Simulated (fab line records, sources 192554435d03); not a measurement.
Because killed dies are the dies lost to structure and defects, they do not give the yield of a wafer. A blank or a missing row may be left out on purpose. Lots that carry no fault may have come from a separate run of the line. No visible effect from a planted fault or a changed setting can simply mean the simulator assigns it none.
Which tool was responsible? || flow n5_finfet || 7 lots with 19 wafers sampled at 8 steps, on a route of 1938 steps

== WHAT THE GAUGES SHOWED, per wafer ==
N5_BEOL_M14_INSPECT_12: inspects for defects (macro). Usual: raw_defect_count reads 2.1 (standard deviation 1.4).
{"lot": "L892", "measured": "day 13 01:41", "on": "defect_inspect-02", "raw_defect_count": "1 2 1", "flag": ""}
{"lot": "L899", "measured": "day 14 16:05", "on": "defect_inspect-02", "raw_defect_count": "3 5 2", "flag": ""}
{"lot": "L902", "measured": "day 15 19:56", "on": "defect_inspect-02", "raw_defect_count": "1 1", "flag": ""}
{"lot": "L904", "measured": "day 16 08:23", "on": "defect_inspect-01", "raw_defect_count": "2 4", "flag": ""}
{"lot": "L909", "measured": "day 17 16:13", "on": "defect_inspect-01", "raw_defect_count": "0 1 1", "flag": ""}
{"lot": "L911", "measured": "day 17 20:52", "on": "defect_inspect-02", "raw_defect_count": "1 3 1", "flag": ""}
{"lot": "L913", "measured": "day 18 16:53", "on": "defect_inspect-01", "raw_defect_count": "3 4 2", "flag": ""}

N5_BEOL_M14_OCD_MEAS_35. Usual: trench_depth_nm reads 556 nm (standard deviation 11).
{"lot": "L892", "measured": "day 13 03:38", "on": "ocd-02", "trench_depth_nm (nm)": "580 554 543", "flag": ""}
{"lot": "L899", "measured": "day 14 17:47", "on": "ocd-02", "trench_depth_nm (nm)": "537 550 573", "flag": ""}
{"lot": "L902", "measured": "day 15 21:47", "on": "ocd-02", "trench_depth_nm (nm)": "552 509", "flag": ""}
{"lot": "L904", "measured": "day 16 09:54", "on": "ocd-02", "trench_depth_nm (nm)": "549 523", "flag": ""}
{"lot": "L909", "measured": "day 17 17:42", "on": "ocd-02", "trench_depth_nm (nm)": "564 542 563", "flag": ""}
{"lot": "L911", "measured": "day 17 22:31", "on": "ocd-02", "trench_depth_nm (nm)": "551 560 553", "flag": ""}
{"lot": "L913", "measured": "day 18 18:30", "on": "ocd-02", "trench_depth_nm (nm)": "566 556 561", "flag": ""}

N5_BEOL_M14_THK_MEAS_50: measures by xrf. Usual: M14_THK gives 552 nm (standard deviation 12).
{"lot": "L892", "measured": "day 13 07:09", "on": "film_metro-01", "M14_THK (nm)": "579 552 540", "flag": ""}
{"lot": "L899", "measured": "day 14 19:40", "on": "film_metro-02", "M14_THK (nm)": "533 545 568", "flag": ""}
{"lot": "L902", "measured": "day 16 01:44", "on": "film_metro-02", "M14_THK (nm)": "550 507", "flag": ""}
{"lot": "L904", "measured": "day 16 15:49", "on": "film_metro-01", "M14_THK (nm)": "548 520", "flag": ""}
{"lot": "L909", "measured": "day 17 22:02", "on": "film_metro-01", "M14_THK (nm)": "562 542 564", "flag": ""}
{"lot": "L911", "measured": "day 18 01:14", "on": "film_metro-01", "M14_THK (nm)": "552 558 551", "flag": ""}
{"lot": "L913", "measured": "day 18 20:34", "on": "film_metro-01", "M14_THK (nm)": "559 552 559", "flag": ""}

N5_BEOL_M14_RS_MEAS_54: uses a four-point probe to measure. Usual: M14_RS gives 0.0333 ohm/sq (standard deviation 0.00067).
{"lot": "L892", "measured": "day 13 07:17", "on": "film_metro-01", "M14_RS (ohm/sq)": "0.0319 0.0334 0.0342", "flag": ""}
{"lot": "L899", "measured": "day 14 19:48", "on": "film_metro-01", "M14_RS (ohm/sq)": "0.0345 0.0336 0.0324", "flag": ""}
{"lot": "L902", "measured": "day 16 01:52", "on": "film_metro-02", "M14_RS (ohm/sq)": "0.0335 0.0364", "flag": ""}
{"lot": "L904", "measured": "day 16 15:56", "on": "film_metro-02", "M14_RS (ohm/sq)": "0.0336 0.0354", "flag": ""}
{"lot": "L909", "measured": "day 17 22:10", "on": "film_metro-01", "M14_RS (ohm/sq)": "0.0328 0.0340 0.0328", "flag": ""}
{"lot": "L911", "measured": "day 18 01:22", "on": "film_metro-02", "M14_RS (ohm/sq)": "0.0335 0.0330 0.0336", "flag": ""}
{"lot": "L913", "measured": "day 18 20:42", "on": "film_metro-02", "M14_RS (ohm/sq)": "0.0328 0.0333 0.0329", "flag": ""}

N5_BEOL_M15_RC_MEAS_101. Usual: COMB_M10 1.47e-11 S/m, standard deviation 2.9e-12; COMB_M11 1.5e-11 S/m, standard deviation 3.1e-12; COMB_M11_max_site 2.2e-11 S/m, standard deviation 5.7e-12; COMB_M12 6.5e-12 S/m, standard deviation 1.3e-12; COMB_M13 4.9e-12 S/m, standard deviation 1.1e-12; COMB_M14 3.6e-12 S/m, standard deviation 8.2e-13; COMB_M15 2.7e-12 S/m, standard deviation 6.3e-13; COMB_M5 3.6e-11 S/m, standard deviation 7.7e-12; COMB_M6 2.6e-11 S/m, standard deviation 5.4e-12; COMB_M7 2.6e-11 S/m, standard deviation 5.6e-12; COMB_M8 2.5e-11 S/m, standard deviation 4.9e-12; COMB_M9 1.4e-11 S/m, standard deviation 3.1e-12; SERP_M10 3.10 ohm/um, standard deviation 0.093; SERP_M11 3.10 ohm/um, standard deviation 0.097; SERP_M12 0.629 ohm/um, standard deviation 0.018; SERP_M13 0.314 ohm/um, standard deviation 0.0072; SERP_M14 0.160 ohm/um, standard deviation 0.0037; SERP_M14_max_site 0.162 ohm/um, standard deviation 0.0038; SERP_M5 38.1 ohm/um, standard deviation 1.8; SERP_M6 14.0 ohm/um, standard deviation 0.5; SERP_M7 13.9 ohm/um, standard deviation 0.6; SERP_M8 13.8 ohm/um, standard deviation 0.57; SERP_M9 3.09 ohm/um, standard deviation 0.09.
{"lot": "L892", "measured": "day 13 14:14", "on": "prober-02", "COMB_M10 (S/m)": "1.02e-11 7.3e-12 1.49e-11", "COMB_M11 (S/m)": "2e-11 1.6e-11 1.3e-11", "COMB_M11_max_site (S/m)": "2.7e-11 1.9e-11 1.7e-11", "COMB_M12 (S/m)": "4.6e-12 6.2e-12 6.3e-12", "COMB_M13 (S/m)": "5e-12 5.2e-12 4.9e-12", "COMB_M14 (S/m)": "2.2e-12 2.4e-12 2.6e-12", "COMB_M15 (S/m)": "2.4e-12 2.1e-12 2.5e-12", "COMB_M5 (S/m)": "3.4e-11 4e-11 3.9e-11", "COMB_M6 (S/m)": "3.3e-11 3.4e-11 3.3e-11", "COMB_M7 (S/m)": "1.8e-11 1.7e-11 1.4e-11", "COMB_M8 (S/m)": "2.5e-11 1.4e-11 1.9e-11", "COMB_M9 (S/m)": "1.3e-11 1.3e-11 1.5e-11", "SERP_M10 (ohm/um)": "3.30 3.07 3.35", "SERP_M11 (ohm/um)": "3.18 3.13 3.14", "SERP_M12 (ohm/um)": "0.673 0.644 0.661", "SERP_M13 (ohm/um)": "0.316 0.313 0.309", "SERP_M14 (ohm/um)": "0.152 0.161 0.164", "SERP_M14_max_site (ohm/um)": "0.153 0.162 0.167", "SERP_M5 (ohm/um)": "39.1 39.1 39.2", "SERP_M6 (ohm/um)": "14.3 14.4 13.7", "SERP_M7 (ohm/um)": "13.2 13.8 13.8", "SERP_M8 (ohm/um)": "13.7 13.8 13.7", "SERP_M9 (ohm/um)": "3.15 3.23 3.10", "flag": ""}
{"lot": "L899", "measured": "day 15 01:08", "on": "prober-01", "COMB_M10 (S/m)": "1.63e-11 1.81e-11 1.59e-11", "COMB_M11 (S/m)": "1.9e-11 1.7e-11 1.7e-11", "COMB_M11_max_site (S/m)": "2.2e-11 2.3e-11 2.1e-11", "COMB_M12 (S/m)": "5.4e-12 4.4e-12 6.6e-12", "COMB_M13 (S/m)": "6.7e-12 4.1e-12 5.9e-12", "COMB_M14 (S/m)": "3.6e-12 2.4e-12 4.6e-12", "COMB_M15 (S/m)": "2.7e-12 2.5e-12 2.9e-12", "COMB_M5 (S/m)": "4.6e-11 3.3e-11 4.2e-11", "COMB_M6 (S/m)": "3.2e-11 2.6e-11 2e-11", "COMB_M7 (S/m)": "2.9e-11 2.4e-11 1.9e-11", "COMB_M8 (S/m)": "1.9e-11 2.7e-11 3e-11", "COMB_M9 (S/m)": "1.8e-11 1.6e-11 1.5e-11", "SERP_M10 (ohm/um)": "2.89 3.04 3.12", "SERP_M11 (ohm/um)": "3.13 3.19 3.19", "SERP_M12 (ohm/um)": "0.620 0.644 0.610", "SERP_M13 (ohm/um)": "0.310 0.322 0.326", "SERP_M14 (ohm/um)": "0.167 0.161 0.156", "SERP_M14_max_site (ohm/um)": "0.171 0.163 0.158", "SERP_M5 (ohm/um)": "37.9 38.5 34.9", "SERP_M6 (ohm/um)": "15.0 15.2 14.8", "SERP_M7 (ohm/um)": "14.9 12.9 14.3", "SERP_M8 (ohm/um)": "13.4 13.9 13.7", "SERP_M9 (ohm/um)": "3.05 2.93 3.18", "flag": ""}
{"lot": "L902", "measured": "day 16 07:44", "on": "prober-02", "COMB_M10 (S/m)": "1.98e-11 2.26e-11", "COMB_M11 (S/m)": "1e-11 1.2e-11", "COMB_M11_max_site (S/m)": "1.7e-11 1.7e-11", "COMB_M12 (S/m)": "5.9e-12 6.2e-12", "COMB_M13 (S/m)": "5.8e-12 4.7e-12", "COMB_M14 (S/m)": "4.3e-12 4.1e-12", "COMB_M15 (S/m)": "2.2e-12 1.8e-12", "COMB_M5 (S/m)": "2.8e-11 3.1e-11", "COMB_M6 (S/m)": "2.4e-11 2.5e-11", "COMB_M7 (S/m)": "1.6e-11 2.1e-11", "COMB_M8 (S/m)": "2.6e-11 1.9e-11", "COMB_M9 (S/m)": "1.4e-11 1.3e-11", "SERP_M10 (ohm/um)": "3.04 3.00", "SERP_M11 (ohm/um)": "3.18 3.14", "SERP_M12 (ohm/um)": "0.640 0.613", "SERP_M13 (ohm/um)": "0.303 0.303", "SERP_M14 (ohm/um)": "0.160 0.177", "SERP_M14_max_site (ohm/um)": "0.163 0.179", "SERP_M5 (ohm/um)": "38.9 34.7", "SERP_M6 (ohm/um)": "13.5 13.8", "SERP_M7 (ohm/um)": "14.1 14.4", "SERP_M8 (ohm/um)": "12.9 14.2", "SERP_M9 (ohm/um)": "3.28 3.16", "flag": ""}
{"lot": "L904", "measured": "day 16 21:34", "on": "prober-02", "COMB_M10 (S/m)": "1.74e-11 1.74e-11", "COMB_M11 (S/m)": "1.2e-11 1.5e-11", "COMB_M11_max_site (S/m)": "1.5e-11 2.3e-11", "COMB_M12 (S/m)": "8.6e-12 6.6e-12", "COMB_M13 (S/m)": "4.9e-12 5.2e-12", "COMB_M14 (S/m)": "1.7e-12 2.5e-12", "COMB_M15 (S/m)": "2.2e-12 1.8e-12", "COMB_M5 (S/m)": "2.8e-11 3.5e-11", "COMB_M6 (S/m)": "2.8e-11 2.6e-11", "COMB_M7 (S/m)": "2.4e-11 2.4e-11", "COMB_M8 (S/m)": "2.1e-11 1.7e-11", "COMB_M9 (S/m)": "1.6e-11 1.1e-11", "SERP_M10 (ohm/um)": "3.20 3.03", "SERP_M11 (ohm/um)": "2.91 2.98", "SERP_M12 (ohm/um)": "0.626 0.620", "SERP_M13 (ohm/um)": "0.325 0.317", "SERP_M14 (ohm/um)": "0.163 0.172", "SERP_M14_max_site (ohm/um)": "0.164 0.174", "SERP_M5 (ohm/um)": "37.0 38.1", "SERP_M6 (ohm/um)": "13.5 14.0", "SERP_M7 (ohm/um)": "13.5 13.2", "SERP_M8 (ohm/um)": "14.2 13.5", "SERP_M9 (ohm/um)": "3.05 3.20", "flag": ""}
{"lot": "L909", "measured": "day 18 04:44", "on": "prober-01", "COMB_M10 (S/m)": "1.78e-11 1.75e-11 1.69e-11", "COMB_M11 (S/m)": "1.9e-11 1.8e-11 1.7e-11", "COMB_M11_max_site (S/m)": "3.6e-11 2.9e-11 2.8e-11", "COMB_M12 (S/m)": "6.3e-12 6.4e-12 7.3e-12", "COMB_M13 (S/m)": "5.6e-12 6.9e-12 4.8e-12", "COMB_M14 (S/m)": "3e-12 2.9e-12 3.6e-12", "COMB_M15 (S/m)": "1.9e-12 3.1e-12 3.1e-12", "COMB_M5 (S/m)": "3.9e-11 5.1e-11 2.9e-11", "COMB_M6 (S/m)": "3.2e-11 2.4e-11 2.5e-11", "COMB_M7 (S/m)": "2.9e-11 2.9e-11 3.1e-11", "COMB_M8 (S/m)": "2.4e-11 2.3e-11 2.2e-11", "COMB_M9 (S/m)": "1.2e-11 1.5e-11 1.4e-11", "SERP_M10 (ohm/um)": "2.98 2.94 2.96", "SERP_M11 (ohm/um)": "3.13 3.00 3.11", "SERP_M12 (ohm/um)": "0.648 0.609 0.593", "SERP_M13 (ohm/um)": "0.316 0.304 0.307", "SERP_M14 (ohm/um)": "0.157 0.159 0.153", "SERP_M14_max_site (ohm/um)": "0.159 0.161 0.155", "SERP_M5 (ohm/um)": "39.1 42.0 39.2", "SERP_M6 (ohm/um)": "13.4 13.0 14.2", "SERP_M7 (ohm/um)": "14.8 13.8 14.0", "SERP_M8 (ohm/um)": "14.6 14.5 13.9", "SERP_M9 (ohm/um)": "3.24 3.14 2.94", "flag": ""}
{"lot": "L911", "measured": "day 18 09:25", "on": "prober-01", "COMB_M10 (S/m)": "1.64e-11 9.6e-12 1.79e-11", "COMB_M11 (S/m)": "1.6e-11 1.7e-11 1.4e-11", "COMB_M11_max_site (S/m)": "2e-11 2.6e-11 2.3e-11", "COMB_M12 (S/m)": "6.1e-12 6.8e-12 6.4e-12", "COMB_M13 (S/m)": "5.8e-12 4.3e-12 4.9e-12", "COMB_M14 (S/m)": "3.5e-12 4e-12 3.1e-12", "COMB_M15 (S/m)": "3.7e-12 3e-12 2.9e-12", "COMB_M5 (S/m)": "3.9e-11 4.4e-11 4.1e-11", "COMB_M6 (S/m)": "2.1e-11 2.8e-11 2.8e-11", "COMB_M7 (S/m)": "2.7e-11 2e-11 2.5e-11", "COMB_M8 (S/m)": "1.9e-11 2.6e-11 2.5e-11", "COMB_M9 (S/m)": "1.6e-11 1.6e-11 1.7e-11", "SERP_M10 (ohm/um)": "3.25 3.23 3.14", "SERP_M11 (ohm/um)": "3.10 2.98 3.13", "SERP_M12 (ohm/um)": "0.631 0.630 0.633", "SERP_M13 (ohm/um)": "0.306 0.301 0.310", "SERP_M14 (ohm/um)": "0.162 0.164 0.162", "SERP_M14_max_site (ohm/um)": "0.165 0.166 0.163", "SERP_M5 (ohm/um)": "36.8 39.9 37.1", "SERP_M6 (ohm/um)": "13.5 14.0 14.2", "SERP_M7 (ohm/um)": "13.8 14.5 13.6", "SERP_M8 (ohm/um)": "14.0 13.6 13.4", "SERP_M9 (ohm/um)": "3.11 3.12 3.12", "flag": ""}
{"lot": "L913", "measured": "day 19 02:32", "on": "prober-01", "COMB_M10 (S/m)": "1.93e-11 1.66e-11 1.7e-11", "COMB_M11 (S/m)": "1.5e-11 1.6e-11 1.9e-11", "COMB_M11_max_site (S/m)": "2e-11 2e-11 2.1e-11", "COMB_M12 (S/m)": "5.7e-12 9.5e-12 7.1e-12", "COMB_M13 (S/m)": "6.4e-12 4.5e-12 5.9e-12", "COMB_M14 (S/m)": "4.8e-12 3.4e-12 5.9e-12", "COMB_M15 (S/m)": "3.4e-12 3.4e-12 3.1e-12", "COMB_M5 (S/m)": "3.3e-11 2.8e-11 5.1e-11", "COMB_M6 (S/m)": "2.1e-11 2.7e-11 2e-11", "COMB_M7 (S/m)": "2.6e-11 2.5e-11 3e-11", "COMB_M8 (S/m)": "2.2e-11 2.5e-11 2.1e-11", "COMB_M9 (S/m)": "1.2e-11 1.5e-11 1.6e-11", "SERP_M10 (ohm/um)": "3.13 3.11 2.95", "SERP_M11 (ohm/um)": "3.19 3.16 3.16", "SERP_M12 (ohm/um)": "0.643 0.642 0.614", "SERP_M13 (ohm/um)": "0.314 0.317 0.306", "SERP_M14 (ohm/um)": "0.161 0.163 0.160", "SERP_M14_max_site (ohm/um)": "0.163 0.164 0.162", "SERP_M5 (ohm/um)": "38.7 38.0 36.7", "SERP_M6 (ohm/um)": "14.5 14.1 14.3", "SERP_M7 (ohm/um)": "13.6 13.9 14.1", "SERP_M8 (ohm/um)": "14.3 14.5 14.0", "SERP_M9 (ohm/um)": "3.14 3.04 3.14", "flag": ""}

== WHICH TOOL RAN EACH LOT (tool, then ch and the chambers of the sampled wafers, then the start) ==
{"lot": "L892", "N5_BEOL_M14_ETCH_68": "rie_diel-05 ch 0,1,3, day 13 03:13", "N5_BEOL_M14_TRENCH_ETCH_34": "rie_diel-05 ch 0,1,3, day 13 03:29", "N5_BEOL_M14_PRE_CLEAN_42": "pvd_sputter-03, day 13 06:03"}
{"lot": "L899", "N5_BEOL_M14_ETCH_68": "rie_diel-05 ch 0,2,3, day 14 17:21", "N5_BEOL_M14_TRENCH_ETCH_34": "rie_diel-05 ch 0,2,3, day 14 17:38", "N5_BEOL_M14_PRE_CLEAN_42": "pvd_sputter-02, day 14 18:34"}
{"lot": "L902", "N5_BEOL_M14_ETCH_68": "rie_diel-05 ch 0,2, day 15 21:21", "N5_BEOL_M14_TRENCH_ETCH_34": "rie_diel-05 ch 0,2, day 15 21:37", "N5_BEOL_M14_PRE_CLEAN_42": "pvd_sputter-01, day 16 00:38"}
{"lot": "L904", "N5_BEOL_M14_ETCH_68": "rie_diel-05 ch 1,2, day 16 09:28", "N5_BEOL_M14_TRENCH_ETCH_34": "rie_diel-05 ch 1,2, day 16 09:44", "N5_BEOL_M14_PRE_CLEAN_42": "pvd_sputter-03, day 16 14:14"}
{"lot": "L909", "N5_BEOL_M14_ETCH_68": "rie_diel-02 ch 0,1, day 17 17:16", "N5_BEOL_M14_TRENCH_ETCH_34": "rie_diel-02 ch 0,1, day 17 17:33", "N5_BEOL_M14_PRE_CLEAN_42": "pvd_sputter-01, day 17 19:58"}
{"lot": "L911", "N5_BEOL_M14_ETCH_68": "rie_diel-06 ch 0,1, day 17 22:05", "N5_BEOL_M14_TRENCH_ETCH_34": "rie_diel-06 ch 0,1, day 17 22:21", "N5_BEOL_M14_PRE_CLEAN_42": "pvd_sputter-01, day 17 23:59"}
{"lot": "L913", "N5_BEOL_M14_ETCH_68": "rie_diel-06 ch 0,1,2, day 18 18:04", "N5_BEOL_M14_TRENCH_ETCH_34": "rie_diel-06 ch 0,1,2, day 18 18:21", "N5_BEOL_M14_PRE_CLEAN_42": "pvd_sputter-02, day 18 19:28"}
- N5_BEOL_M14_ETCH_68: etches SOC in N2/H2, time 450 s.
- N5_BEOL_M14_TRENCH_ETCH_34: etches SiO2 in C4F8/O2/Ar, target depth 556.65 nm, time 126.9 s.
- N5_BEOL_M14_PRE_CLEAN_42: time 30 s.

== AS READ BY THE TOOLS THEMSELVES (means over the sampled wafers that have a number; for cases with no such wafer, the mark the record gives instead) ==
N5_BEOL_M14_ETCH_68. Usual: drypump_motor_current_A 5.7 A, standard deviation 0.4; oes_product_au 0.81 a.u., standard deviation 0.098; rf_vpp_V 524.0 V, standard deviation 1.6; showerhead_plenum_p_Torr 2.54 Torr, standard deviation 0.05; throttle_valve_pct 17.74 %, standard deviation 0.21.
{"lot": "L892", "tool": "rie_diel-05", "drypump_motor_current_A (A)": 5.7, "oes_product_au (a.u.)": 0.74, "rf_vpp_V (V)": 524.4, "showerhead_plenum_p_Torr (Torr)": 2.54, "throttle_valve_pct (%)": 17.96, "flag": ""}
{"lot": "L899", "tool": "rie_diel-05", "drypump_motor_current_A (A)": 5.7, "oes_product_au (a.u.)": 0.81, "rf_vpp_V (V)": 523.3, "showerhead_plenum_p_Torr (Torr)": 2.53, "throttle_valve_pct (%)": 17.77, "flag": ""}
{"lot": "L902", "tool": "rie_diel-05", "drypump_motor_current_A (A)": 5.8, "oes_product_au (a.u.)": 0.79, "rf_vpp_V (V)": 522.6, "showerhead_plenum_p_Torr (Torr)": 2.50, "throttle_valve_pct (%)": 17.73, "flag": ""}
{"lot": "L904", "tool": "rie_diel-05", "drypump_motor_current_A (A)": 5.5, "oes_product_au (a.u.)": 0.79, "rf_vpp_V (V)": 523.2, "showerhead_plenum_p_Torr (Torr)": 2.50, "throttle_valve_pct (%)": 17.77, "flag": ""}
{"lot": "L909", "tool": "rie_diel-02", "drypump_motor_current_A (A)": 5.1, "oes_product_au (a.u.)": 0.86, "rf_vpp_V (V)": 524.7, "showerhead_plenum_p_Torr (Torr)": 2.54, "throttle_valve_pct (%)": 17.62, "flag": ""}
{"lot": "L911", "tool": "rie_diel-06", "drypump_motor_current_A (A)": 5.8, "oes_product_au (a.u.)": 0.79, "rf_vpp_V (V)": 524.4, "showerhead_plenum_p_Torr (Torr)": 2.55, "throttle_valve_pct (%)": 17.85, "flag": ""}
{"lot": "L913", "tool": "rie_diel-06", "drypump_motor_current_A (A)": 5.9, "oes_product_au (a.u.)": 0.83, "rf_vpp_V (V)": 523.8, "showerhead_plenum_p_Torr (Torr)": 2.53, "throttle_valve_pct (%)": 17.74, "flag": ""}

N5_BEOL_M14_TRENCH_ETCH_34. Usual: drypump_motor_current_A 5.7 A, standard deviation 0.4; oes_product_au 0.81 a.u., standard deviation 0.092; rf_vpp_V 2211 V, standard deviation 34; showerhead_plenum_p_Torr 3.43 Torr, standard deviation 0.057; throttle_valve_pct 30.82 %, standard deviation 0.15.
{"lot": "L892", "tool": "rie_diel-05", "drypump_motor_current_A (A)": 5.7, "oes_product_au (a.u.)": 0.74, "rf_vpp_V (V)": 2202, "showerhead_plenum_p_Torr (Torr)": 3.41, "throttle_valve_pct (%)": 30.96, "flag": ""}
{"lot": "L899", "tool": "rie_diel-05", "drypump_motor_current_A (A)": 5.7, "oes_product_au (a.u.)": 0.80, "rf_vpp_V (V)": 2210, "showerhead_plenum_p_Torr (Torr)": 3.41, "throttle_valve_pct (%)": 30.85, "flag": ""}
{"lot": "L902", "tool": "rie_diel-05", "drypump_motor_current_A (A)": 5.9, "oes_product_au (a.u.)": 0.78, "rf_vpp_V (V)": 2226, "showerhead_plenum_p_Torr (Torr)": 3.39, "throttle_valve_pct (%)": 30.87, "flag": ""}
{"lot": "L904", "tool": "rie_diel-05", "drypump_motor_current_A (A)": 5.5, "oes_product_au (a.u.)": 0.78, "rf_vpp_V (V)": 2211, "showerhead_plenum_p_Torr (Torr)": 3.37, "throttle_valve_pct (%)": 30.80, "flag": ""}
{"lot": "L909", "tool": "rie_diel-02", "drypump_motor_current_A (A)": 5.1, "oes_product_au (a.u.)": 0.86, "rf_vpp_V (V)": 2191, "showerhead_plenum_p_Torr (Torr)": 3.44, "throttle_valve_pct (%)": 30.83, "flag": ""}
{"lot": "L911", "tool": "rie_diel-06", "drypump_motor_current_A (A)": 5.8, "oes_product_au (a.u.)": 0.78, "rf_vpp_V (V)": 2228, "showerhead_plenum_p_Torr (Torr)": 3.44, "throttle_valve_pct (%)": 30.90, "flag": ""}
{"lot": "L913", "tool": "rie_diel-06", "drypump_motor_current_A (A)": 6.0, "oes_product_au (a.u.)": 0.82, "rf_vpp_V (V)": 2242, "showerhead_plenum_p_Torr (Torr)": 3.42, "throttle_valve_pct (%)": 30.83, "flag": ""}

N5_BEOL_M14_PRE_CLEAN_42. Usual: heater_power_w reads 483 W (standard deviation 51).
{"lot": "L892", "tool": "pvd_sputter-03", "heater_power_w (W)": 452, "flag": ""}
{"lot": "L899", "tool": "pvd_sputter-02", "heater_power_w (W)": 431, "flag": ""}
{"lot": "L902", "tool": "pvd_sputter-01", "heater_power_w (W)": 524, "flag": ""}
{"lot": "L904", "tool": "pvd_sputter-03", "heater_power_w (W)": 454, "flag": ""}
{"lot": "L909", "tool": "pvd_sputter-01", "heater_power_w (W)": 499, "flag": ""}
{"lot": "L911", "tool": "pvd_sputter-01", "heater_power_w (W)": 520, "flag": ""}
{"lot": "L913", "tool": "pvd_sputter-02", "heater_power_w (W)": 492, "flag": ""}

== THE ANSWER, worked out from the rows above alone ==
Rule: lot off if the mean of its wafers having a number is beyond 3 standard deviations from the usual mean. Also off: a lot with no number at a reading for which 4 or more lots have one. All remaining lots with rows at the step are treated as sound. After the gauges, taken in route order, come the tools' own readings; for these a lot's mean is taken, as printed above. The first step at which some lot is off is used, and at that step the reading that is off furthest; a lot without a number counts as furthest.
Across all readings shown, no lot is off: no conclusion can be drawn from this.

== WHAT THE SIMULATOR PUT IN ==
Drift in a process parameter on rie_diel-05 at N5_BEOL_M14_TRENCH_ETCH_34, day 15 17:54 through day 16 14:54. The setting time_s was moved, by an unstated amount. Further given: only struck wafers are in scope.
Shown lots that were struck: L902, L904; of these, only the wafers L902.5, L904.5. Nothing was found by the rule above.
